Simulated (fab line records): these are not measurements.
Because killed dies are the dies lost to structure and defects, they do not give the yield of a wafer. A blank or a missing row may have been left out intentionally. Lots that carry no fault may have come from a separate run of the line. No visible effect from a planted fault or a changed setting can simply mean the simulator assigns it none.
fab line records	flow nand_harc
record: lots: 14	wafers: 42	last_day: 24
route steps=1159 shown P_STI@100 P_GATE@188 P_CONTACT@232
lots untouched by any fault: they come from a run of this same line in which no faults occurred
start_h: hours from the record's opening day to when the first of the lot's shown wafers began	wait_h: hours elapsed since this lot's preceding step	" identical to the entry in the row above	L1.1+2: a single row standing in for several wafers	- value missing, or start not given	* or withheld: withheld	< > ~ a bound
route shown NAME@n: a module of which the file shows steps, and the number in the route of the first	usual: the fault-free wafers' mean and standard deviation	same: alike in all rows	chamber/n: place in a boat	sites: per-site readings	_std_site: how widely they spread, as a standard deviation	_edge_site: inner sites' mean taken away from outer sites' mean	radius_mm: for every site, how far away it sits from the centre of the wafer	mask NAME#n: copy n	behind: the tool/chamber that last shaped the wafer	hold: the reason the lot was held/the length of the hold in hours/how it ended	device: the n, p or np transistor that did not switch	end of line: tests run on the same wafers once the route is complete	a step without rows: its recipe alone	killed: the dies lost at the first sort to structure and to defects; this is not the yield of the wafer	map: shows each die of a wafer: x if killed, . if not, _ if none is there
set.NAME: the run value of the setting; set.NAME@STEP: its run value at that earlier step	model.NAME: the simulator's own value behind a step, which no gauge read
the route's steps for a sample of lots (tables are steps, rows are wafers)
services: from which hour (start_h, from the record's first day; less than 0 if before it) a tool's chamber was out of use, for how many hours, and why
== steps ==
step: NHARC_P_STI_CMP_21
recipe: t_overpolish_s: 20	target_thk_nm: 380.67
usual: edge_zone_pressure_frac: 0.999/0.0052	motor_current_A: 11.8/1.4	overpolish_run_s: 20.000/0.0098
lot.wafer	tool	chamber	start_h	wait_h	edge_zone_pressure_frac	motor_current_A	overpolish_run_s
L851.2	cmp-01	1	68.55	0.4	1.002	11.7	20.005
L851.1	"	2	"	"	1.004	11.6	19.988
L851.6	"	1	"	"	0.997	11.6	19.982
L852.1	cmp-01	0	74.72	0.4	1.009	13.0	20.011
L852.2	"	1	"	"	0.990	12.0	20.009
L852.5	"	3	"	"	1.009	10.9	19.990
L855.3	cmp-04	3	82.97	0.5	1.010	10.5	20.022
L855.2	"	1	"	"	1.000	11.2	20.009
L855.6	"	3	"	"	1.005	10.1	20.000
L854.1	cmp-03	1	82.98	0.5	1.000	10.8	19.986
L854.3	"	3	"	"	1.001	12.0	19.987
L854.6	"	1	"	"	0.999	10.7	19.989
L861.2	cmp-04	3	137.41	0.4	0.996	9.4	20.013
L861.1	"	0	"	"	0.992	10.1	19.989
L861.4	"	1	"	"	1.007	11.7	19.995
L863.4	cmp-01	3	137.42	0.4	1.005	10.4	19.990
L863.2	"	1	"	"	1.005	12.5	19.999
L863.5	"	0	"	"	0.998	12.7	19.989
L864.4	cmp-04	3	150.44	0.4	0.995	9.9	19.989
L864.1	"	0	"	"	0.994	10.1	20.004
L864.5	"	3	"	"	0.996	10.4	20.005
L865.1	cmp-01	3	150.45	0.4	0.994	10.9	20.008
L865.3	"	1	"	"	0.988	11.9	20.020
L865.5	"	3	"	"	0.990	11.0	19.991
L867.3	cmp-03	3	163.11	0.4	1.000	12.0	19.999
L867.2	"	2	"	"	0.996	11.7	20.000
L867.6	"	0	"	"	0.995	14.1	20.001
L866.4	cmp-04	1	163.16	0.4	1.007	11.0	19.987
L866.6	"	3	"	"	1.001	10.2	20.007
L866.5	"	0	"	"	1.002	10.2	19.996
L869.3	cmp-04	3	183.49	0.4	0.994	10.7	20.007
L869.2	"	0	"	"	0.992	9.6	19.994
L869.4	"	2	"	"	1.003	12.5	20.014
L870.1	cmp-04	0	183.66	0.5	0.997	10.3	20.016
L870.3	"	1	"	"	1.004	12.3	20.013
L870.2	"	2	"	"	1.005	13.4	19.995
L871.2	cmp-03	1	188.15	0.4	0.997	10.9	19.987
L871.6	"	2	"	"	0.996	13.0	19.998
L871.5	"	3	"	"	0.999	11.7	20.011
L872.1	cmp-03	0	194.11	0.4	0.994	14.9	20.001
L872.3	"	3	"	"	1.002	11.5	20.002
L872.5	"	0	"	"	0.993	14.9	19.994
step: NHARC_P_GATE_IMPLANT_62
recipe: energy_kev: 20	dose_cm2: 3e+15	tilt_deg: 7
usual: beam_energy_keV: 20.000/0.0066	beam_on_s: 29.6/1.1	faraday_current_uA: 12538/470
lot.wafer	tool	chamber	start_h	wait_h	beam_energy_keV	beam_on_s	faraday_current_uA
L851.1	implanter-02	0	114.44	0.1	20.003	30.8	12039
L851.2	"	0	"	"	20.012	30.7	12141
L851.6	"	0	"	"	20.003	31.0	11983
L852.1	implanter-01	0	120.99	0.1	20.011	29.1	12762
L852.2	"	0	"	"	20.003	28.7	12964
L852.5	"	0	"	"	20.002	28.1	13119
L855.2	implanter-02	0	126.93	0.1	19.992	31.3	11860
L855.3	"	0	"	"	20.004	30.5	12227
L855.6	"	0	"	"	20.000	30.9	11989
L854.1	implanter-01	0	127.35	0.1	20.013	29.1	12800
L854.3	"	0	"	"	20.004	30.3	12299
L854.6	"	0	"	"	20.004	29.3	12675
L863.2	implanter-02	-	184.89	0.2	-	-	-
L863.4	"	-	"	"	-	-	-
L863.5	"	-	"	"	-	-	-
L861.1	implanter-02	-	185.89	0.1	-	-	-
L861.2	"	-	"	"	-	-	-
L861.4	"	-	"	"	-	-	-
L864.1	implanter-01	0	195.03	0.1	19.996	28.0	13257
L864.4	"	0	"	"	20.010	28.0	13247
L864.5	"	0	"	"	20.000	28.7	12921
L865.1	implanter-02	0	196.41	0.1	20.001	31.4	11864
L865.3	"	0	"	"	19.995	30.1	12387
L865.5	"	0	"	"	19.994	30.5	12214
L867.2	implanter-02	0	209.79	0.1	20.008	30.8	12028
L867.3	"	0	"	"	20.001	32.2	11558
L867.6	"	0	"	"	19.999	30.9	12042
L866.4	implanter-02	0	210.42	0.2	20.001	31.1	11926
L866.5	"	0	"	"	19.997	31.5	11813
L866.6	"	0	"	"	19.992	31.1	11996
L869.2	implanter-01	0	228.05	0.1	19.994	30.2	12254
L869.3	"	0	"	"	19.994	28.3	13142
L869.4	"	0	"	"	19.989	29.2	12772
L870.1	implanter-01	0	228.20	0.1	19.992	28.6	12913
L870.2	"	0	"	"	19.996	27.6	13404
L870.3	"	0	"	"	19.989	29.2	12676
L871.2	implanter-01	0	235.39	0.1	19.998	28.6	13024
L871.5	"	0	"	"	19.994	28.4	13106
L871.6	"	0	"	"	20.004	28.1	13230
L872.1	implanter-01	0	242.64	0.1	19.984	29.0	12752
L872.3	"	0	"	"	19.985	29.2	12704
L872.5	"	0	"	"	20.004	28.9	12961
step: NHARC_P_CONTACT_CD_MEAS_12
recipe: target_cd_nm: 90	landing_energy_ev: 500
usual: cd_nm: 90.2/0.43
lot.wafer	tool	chamber	start_h	wait_h	cd_nm
L851.1	cd_sem-01	0	120.77	-	90.4
L851.2	"	0	"	"	90.3
L851.6	"	0	"	"	90.5
L852.1	cd_sem-03	0	126.95	-	89.8
L852.2	"	0	"	"	89.8
L852.5	"	0	"	"	90.7
L855.2	cd_sem-03	0	133.35	-	89.9
L855.3	"	0	"	"	90.1
L855.6	"	0	"	"	89.8
L854.1	cd_sem-01	0	133.59	-	90.0
L854.3	"	0	"	"	90.2
L854.6	"	0	"	"	90.7
L864.1	cd_sem-01	0	201.17	-	90.7
L864.4	"	0	"	"	90.1
L864.5	"	0	"	"	90.0
L865.1	cd_sem-01	0	203.38	-	90.5
L865.3	"	0	"	"	90.2
L865.5	"	0	"	"	90.2
L867.2	cd_sem-01	0	216.09	-	90.4
L867.3	"	0	"	"	90.1
L867.6	"	0	"	"	90.0
L866.4	cd_sem-03	0	216.73	-	89.9
L866.5	"	0	"	"	90.1
L866.6	"	0	"	"	90.2
L869.2	cd_sem-02	0	234.15	-	90.5
L869.3	"	0	"	"	90.5
L869.4	"	0	"	"	90.7
L870.1	cd_sem-03	0	234.50	-	90.4
L870.2	"	0	"	"	90.9
L870.3	"	0	"	"	90.4
L871.2	cd_sem-01	0	241.44	-	90.8
L871.5	"	0	"	"	90.5
L871.6	"	0	"	"	90.5
L872.1	cd_sem-01	0	248.88	-	90.0
L872.3	"	0	"	"	89.8
L872.5	"	0	"	"	89.3
step: NHARC_P_CONTACT_DESCUM_17
recipe: time_s: 3	o2_flow_sccm: 200	ar_flow_sccm: 0	bias_power_w: 0	chemistry: O2
usual: drypump_motor_current_A: 5.7/0.41	oes_product_au: 0.999/0.0075	rf_vpp_V: 57.7/0.96	showerhead_plenum_p_Torr: 1.93/0.087	throttle_valve_pct: 11.312/0.0098
same: time_s: 3
lot.wafer	tool	chamber	start_h	wait_h	drypump_motor_current_A	oes_product_au	rf_hours_counter_h	rf_vpp_V	showerhead_plenum_p_Torr	throttle_valve_pct
L851.2	rie_diel-12	0	120.96	0.1	5.7	0.999	9	57.8	1.98	11.323
L851.1	"	1	"	"	5.6	1.000	7	57.5	2.01	11.303
L851.6	"	3	"	"	4.8	1.005	-	56.7	1.91	11.311
L852.1	rie_diel-01	1	127.17	0.1	6.2	0.993	14	58.0	2.06	11.307
L852.2	"	2	"	"	6.2	1.010	17	59.1	2.03	11.312
L852.5	"	0	"	"	5.4	0.998	-	57.9	1.90	11.327
L855.3	rie_diel-02	1	133.53	0.1	5.4	1.003	54	58.1	1.81	11.318
L855.2	"	0	"	"	5.9	0.997	57	59.0	1.89	11.311
L855.6	"	1	"	"	5.4	0.997	-	58.4	1.81	11.314
L854.3	rie_diel-12	0	133.78	0.1	5.7	1.013	10	57.5	1.98	11.310
L854.1	"	1	"	"	5.6	1.010	8	57.7	2.01	11.320
L854.6	"	3	"	"	4.8	1.010	-	57.1	1.91	11.318
L864.1	rie_diel-01	2	201.36	0.1	6.1	0.988	5	58.1	2.03	11.319
L864.4	"	0	"	"	5.4	0.988	4	59.3	1.90	11.306
L864.5	"	2	"	"	6.2	0.983	-	58.9	2.03	11.303
L865.1	rie_diel-01	1	203.57	0.1	6.2	0.987	5	57.7	2.06	11.322
L865.3	"	3	"	"	5.6	0.993	5	56.3	1.82	11.311
L865.5	"	1	"	"	6.2	0.997	-	59.6	2.06	11.294
L867.2	rie_diel-02	2	216.31	0.1	5.3	1.004	22	56.2	1.80	11.300
L867.3	"	3	"	"	5.0	0.996	22	57.1	1.83	11.313
L867.6	"	0	"	"	5.9	1.010	-	57.2	1.88	11.303
L866.4	rie_diel-01	3	216.98	0.1	5.6	0.988	7	58.0	1.82	11.296
L866.6	"	2	"	"	6.1	0.986	-	58.9	2.03	11.307
L866.5	"	3	"	"	5.6	0.993	-	58.1	1.82	11.307
L869.3	rie_diel-02	3	234.33	0.1	5.0	0.998	30	58.5	1.83	11.308
L869.2	"	1	"	"	5.4	1.004	29	56.4	1.80	11.307
L869.4	"	2	"	"	5.4	1.004	29	57.0	1.80	11.317
L870.1	rie_diel-01	2	234.69	0.1	6.2	0.994	8	57.7	2.03	11.312
L870.2	"	3	"	"	5.6	1.000	8	58.5	1.82	11.319
L870.3	"	0	"	"	5.4	1.001	7	57.3	1.90	11.311
L871.2	rie_diel-12	2	241.64	0.1	6.0	1.004	3	56.6	1.84	11.313
L871.5	"	0	"	"	5.7	1.012	-	58.5	1.97	11.326
L871.6	"	1	"	"	5.6	1.000	-	58.2	2.01	11.319
L872.3	rie_diel-12	0	249.07	0.1	5.7	1.005	4	57.7	1.97	11.316
L872.1	"	2	"	"	6.0	0.994	4	56.5	1.84	11.314
L872.5	"	1	"	"	5.6	1.003	-	57.0	2.01	11.312
== services ==
tool	chamber	start_h	hours	kind
rie_diel-01	3	47.49	1.5	repair
cmp-03	-	58.00	4.0	pm
cmp-03	-	81.32	1.4	repair
cmp-01	-	81.57	4.0	pm
rie_diel-01	0	82.88	3.0	repair
implanter-02	-	85.00	13.0	pm
rie_diel-01	1	87.84	4.6	repair
cmp-03	-	95.92	1.3	repair
cmp-04	-	100.70	2.0	repair
cmp-01	-	102.34	0.9	repair
cmp-04	-	104.30	0.8	repair
rie_diel-01	1	105.30	11.1	repair
rie_diel-01	0	106.47	9.3	repair
cmp-03	-	128.42	0.4	repair
cmp-04	-	141.94	4.0	pm
rie_diel-01	-	146.07	9.0	pm
cmp-04	-	179.44	1.1	repair
implanter-01	-	182.74	1.4	repair
rie_diel-01	-	189.61	0.3	repair
implanter-02	-	200.13	1.4	repair
implanter-01	-	205.67	1.0	repair
rie_diel-01	0	224.17	1.5	repair
implanter-02	-	225.58	13.8	repair
cmp-04	-	239.94	4.0	pm
== key ==
first_sign: step: NHARC_P_GATE_IMPLANT_62	reading: tool_record	direction: missing
effect none on later readings
met_at NHARC_P_GATE_IMPLANT_62
struck_lots L861,L863
later_rows_left_out L861.1,L861.2,L861.4,L863.2,L863.4,L863.5
sort_left_out L861.1,L861.2,L861.4,L863.2,L863.4,L863.5
tester_left_out L861,L863
not_acting_at NHARC_P_STI_CMP_21,NHARC_P_CONTACT_CD_MEAS_12,NHARC_P_CONTACT_DESCUM_17
onset_between 126.93 184.89
fault: kind: skipped_step_whole	tool: implanter-02	chamber: -	onset_h: 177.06	steps: NHARC_P_GATE_IMPLANT_62	scope: struck_lots_only
tester_left_out: of these lots the tester's yield and bins aren't shown, on N5 and GAA mostly nor the transistor test; their killed dies are dies lost to structure and defects alone, not to doping, threshold or leakage, so they don't give the yield
sort_left_out: the simulated sort isn't trusted on such a fault, so these wafers' sort isn't shown, and their yield isn't known
later_rows_left_out: the simulator's readings of these wafers behind a module that went badly wrong aren't trusted and aren't shown, but for the sort
